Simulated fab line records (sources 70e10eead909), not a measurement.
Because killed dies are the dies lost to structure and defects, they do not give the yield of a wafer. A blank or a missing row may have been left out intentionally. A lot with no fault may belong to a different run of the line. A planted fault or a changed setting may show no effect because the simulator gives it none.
The tool behind it: which one?    flow nandHarc    36 wafers from 12 lots sampled at 5 of the route's 1302 steps

== WHAT THE GAUGES READ, wafer by wafer ==
NHARC_A_M1_INSPECT_27.
lot   measured      on                rawDefectCount
L948  day 22 17:13  defectInspect-02  449 467 427
L951  day 23 15:45  defectInspect-01  293 332 303
L950  day 23 20:00  defectInspect-01  645 558 596
L952  day 24 08:02  defectInspect-02  536 467 619
L958  day 27 04:29  defectInspect-02  663 738 667
L959  day 27 07:17  defectInspect-02  796 586 613
L956  day 27 12:52  defectInspect-02  700 600 652
L960  day 27 21:23  defectInspect-02  438 850 809
L968  day 31 11:23  defectInspect-02  461 580 392
L971  day 31 19:34  defectInspect-01  481 748 571
L969  day 31 20:44  defectInspect-02  351 336 361
L970  day 32 10:09  defectInspect-01  587 495 664

NHARC_END_SORT_01.
lot   measured      on         defectLimitedYield (%)  killedAtArray  killedAtOther  killedAtPeriphery  killedDies  killedOpen  killedShort  sort_bin_2_pct (%)  sort_bin_3_pct (%)  sort_bin_4_pct (%)  sortNPass    sortRimYieldPct (%)  sortYieldPct (%)
L948  day 24 02:50  prober-02  93.4 91.0 91.3          41 54 56       1 0 1          3 7 2              45 61 59    4 5 4       1 1 5        3.2 3.0 2.8         0.1 1.0 0.7         3.2 5.0 5.2         632 616 618  87 92 93             93.4 91.0 91.3
L951  day 25 00:10  prober-01  94.8 96.3 96.9          29 20 17       3 1 0          3 4 4              35 25 21    2 1 3       4 2 2        0.7 1.3 0.6         0.1 0.1 0.1         4.3 2.2 2.4         642 652 656  94 95 97             94.8 96.3 96.9
L950  day 25 07:10  prober-01  92.3 92.6 92.9          50 46 44       1 0 1          1 4 3              52 50 48    1 4 1       1 1 1        3.2 2.7 3.0         0.3 0.6 0.3         4.1 4.1 3.8         625 627 629  90 83 92             92.3 92.6 92.9
L952  day 25 16:31  prober-02  92.9 92.8 91.1          45 46 51       0 1 1          3 2 8              48 49 60    4 4 6       3 1 5        2.5 2.8 3.4         0.6 0.3 0.4         4.0 4.1 5.0         629 628 617  96 93 93             92.9 92.8 91.1
L958  day 28 17:17  prober-01  89.2 93.6 93.1          69 38 45       3 1 0          1 4 2              73 43 47    6 4 2       2 1 2        3.5 3.2 2.4         0.3 0.7 0.6         6.9 2.4 4.0         604 634 630  89 90 91             89.2 93.6 93.1
L959  day 28 15:40  prober-02  93.4 94.2 95.7          43 35 25       1 1 2          1 3 2              45 39 29    5 4 1       2 3 2        2.4 1.6 0.7         0.3 0.1 0.4         4.0 4.0 3.1         632 638 648  91 98 90             93.4 94.2 95.7
L956  day 29 00:21  prober-01  93.2 92.2 92.0          44 50 50       0 3 2          2 0 2              46 53 54    1 6 4       5 1 3        3.1 2.7 3.7         0.4 0.6 0.3         3.2 4.6 4.0         631 624 623  97 92 92             93.2 92.2 92.0
L960  day 29 07:17  prober-01  92.3 91.7 91.9          47 45 47       0 0 0          5 11 8             52 56 55    2 5 5       2 4 2        2.8 3.5 2.7         0.4 0.9 0.3         4.4 3.8 5.2         625 621 622  87 91 87             92.3 91.7 91.9
L968  day 33 02:43  prober-01  90.0 91.0 91.6          57 54 50       1 3 3          10 4 4             68 61 57    5 3 3       9 2 2        4.0 3.1 3.2         0.6 0.4 0.7         5.5 5.5 4.4         609 616 620  79 88 91             90.0 91.0 91.6
L971  day 33 08:41  prober-02  88.3 89.7 86.7          70 64 84       0 0 1          9 6 5              79 70 90    1 6 2       3 0 8        5.8 4.0 6.8         1.0 1.2 1.2         4.9 5.2 5.3         598 607 587  87 90 85             88.3 89.7 86.7
L969  day 33 10:28  prober-01  96.8 95.7 95.6          19 23 23       0 2 1          3 4 6              22 29 30    1 9 4       3 0 1        0.3 1.3 1.0         0 0 0               3.0 3.0 3.4         655 648 647  96 95 98             96.8 95.7 95.6
L970  day 34 06:47  prober-02  91.3 89.5 92.5          58 69 48       0 0 0          1 2 3              59 71 51    1 1 1       1 1 3        3.5 4.1 3.8         1.3 1.3 0.6         3.8 5.0 3.1         618 606 626  92 86 89             91.3 89.5 92.5

== EACH LOT AND THE TOOL THAT RAN IT (in order: tool; ch and the chambers of the sampled wafers; start) ==
lot   NHARC_A_BONDPAD_CMP_29         NHARC_A_BONDPAD_ETCH_34            NHARC_A_BONDPAD_PRE_CLEAN_26
L948  cmp-02 ch 0,1,2, day 22 18:31  rieDiel-06 ch 0,1, day 22 19:34    pvdSputter-02, day 24 02:50 or earlier
L951  cmp-03 ch 1,2,3, day 23 16:56  rieDiel-06 ch 0,3, day 23 17:52    pvdSputter-01, day 25 00:10 or earlier
L950  cmp-03 ch 0,1, day 23 21:17    rieDiel-06 ch 1,3, day 23 22:15    pvdSputter-02, day 25 07:10 or earlier
L952  cmp-01 ch 1,2, day 24 09:09    rieDiel-07 ch 0,1, day 24 10:16    pvdSputter-02, day 25 16:31 or earlier
L958  cmp-02 ch 1,3, day 27 05:36    rieDiel-07 ch 0,2, day 27 06:43    pvdSputter-01, day 28 17:17 or earlier
L959  cmp-03 ch 1,2, day 27 08:26    rieDiel-06 ch 0,1,2, day 27 09:31  pvdSputter-02, day 28 15:40 or earlier
L956  cmp-02 ch 0,1,2, day 27 13:59  rieDiel-06 ch 0,1,2, day 27 15:07  pvdSputter-03, day 29 00:21 or earlier
L960  cmp-01 ch 0,2,3, day 27 22:32  rieDiel-06 ch 0,1,2, day 27 23:29  pvdSputter-02, day 29 07:17 or earlier
L968  cmp-03 ch 1,2,3, day 31 12:32  rieDiel-06 ch 0,2,3, day 31 13:29  pvdSputter-01, day 33 02:43 or earlier
L971  cmp-02 ch 0,2,3, day 31 20:47  rieDiel-06 ch 0,1,2, day 31 21:52  pvdSputter-01, day 33 08:41 or earlier
L969  cmp-01 ch 0,1,3, day 31 21:53  rieDiel-06 ch 0,2,3, day 31 22:59  pvdSputter-01, day 33 10:28 or earlier
L970  cmp-01 ch 0,1,2, day 32 11:17  rieDiel-06 ch 1,3, day 32 12:22    pvdSputter-01, day 34 06:47 or earlier
- NHARC_A_BONDPAD_CMP_29: polishes SiCN, target thk 200 nm.
- NHARC_A_BONDPAD_ETCH_34: etches the open film in N2/H2, target depth 60 nm, overetch 18 nm, time 65.91 s.
- NHARC_A_BONDPAD_PRE_CLEAN_26: time 30 s.

== WHAT THE TOOLS THEMSELVES READ (means of the sampled wafers that have a number; where no wafer has one, the mark that the record gives instead) ==
NHARC_A_BONDPAD_CMP_29.
lot   tool    motorCurrentA (A)
L948  cmp-02  11.7
L951  cmp-03  12.9
L950  cmp-03  12.3
L952  cmp-01  11.5
L958  cmp-02  10.4
L959  cmp-03  12.9
L956  cmp-02  11.6
L960  cmp-01  12.0
L968  cmp-03  13.2
L971  cmp-02  11.5
L969  cmp-01  11.8
L970  cmp-01  11.5

NHARC_A_BONDPAD_ETCH_34.
lot   tool        drypumpMotorCurrentA (A)  n2FlowSccm (sccm)  oesProductAu (a.u.)  rfVppV (V)  runLengthS (s)  showerheadPlenumPTorr (Torr)  throttleValvePct (%)
L948  rieDiel-06  5.7                       150.3              0.992                432.0       87.3            2.12                          14.165
L951  rieDiel-06  5.6                       150.5              1.001                427.9       87.2            1.94                          14.169
L950  rieDiel-06  5.7                       149.9              1.002                431.8       87.4            2.09                          14.168
L952  rieDiel-07  5.4                       149.7              0.996                427.3       87.3            1.92                          14.179
L958  rieDiel-07  5.2                       150.2              1.002                426.4       87.3            1.91                          14.172
L959  rieDiel-06  6.0                       150.2              1.003                430.8       87.4            2.04                          14.169
L956  rieDiel-06  6.1                       149.8              0.991                430.4       87.3            2.04                          14.170
L960  rieDiel-06  6.0                       150.0              1.000                430.1       82.6            2.04                          14.165
L968  rieDiel-06  6.0                       150.2              1.000                427.4       87.4            1.95                          14.173
L971  rieDiel-06  6.0                       150.0              1.005                431.3       87.5            2.04                          14.168
L969  rieDiel-06  6.0                       150.3              1.001                428.8       87.3            1.95                          14.168
L970  rieDiel-06  5.6                       149.4              0.998                429.5       87.2            2.00                          14.166

NHARC_A_BONDPAD_PRE_CLEAN_26.
lot   tool           heaterPowerW (W)
L948  pvdSputter-02  380
L951  pvdSputter-01  400
L950  pvdSputter-02  424
L952  pvdSputter-02  416
L958  pvdSputter-01  432
L959  pvdSputter-02  398
L956  pvdSputter-03  369
L960  pvdSputter-02  405
L968  pvdSputter-01  400
L971  pvdSputter-01  360
L969  pvdSputter-01  389
L970  pvdSputter-01  391

== THE ANSWER, worked out from the rows above alone ==
Rule: the lots themselves supply what counts as usual. Put in order of their means at a reading, lots are off if they are a third of the lots or fewer, leave a main group of 4 or more, and stand apart from it by a gap of 3 or more times the standard deviation of the main group's means; of several such gaps the widest counts. The tables above print the reading to a certain number of digits; a main group whose means all agree to those digits is not used. Also off: a lot with no number at a reading for which 4 or more lots have one. The other lots that the step has rows for count as sound. After the gauges, taken in route order, come the tools' own readings; for these a lot's mean is taken, as printed above. At the first step where some lot is off, the reading lying furthest off is the one used; lots without a number count as furthest.
Off at NHARC_A_BONDPAD_ETCH_34 (runLengthS): L960. Main group: mean 87.3 s, sd 0.086.
A tool fits if, at that step or a process step before it, it ran every lot that is off, and no sound lot after the first of them. Not one of the candidates tried fits.

== WHAT THE SIMULATOR HAD PUT IN ==
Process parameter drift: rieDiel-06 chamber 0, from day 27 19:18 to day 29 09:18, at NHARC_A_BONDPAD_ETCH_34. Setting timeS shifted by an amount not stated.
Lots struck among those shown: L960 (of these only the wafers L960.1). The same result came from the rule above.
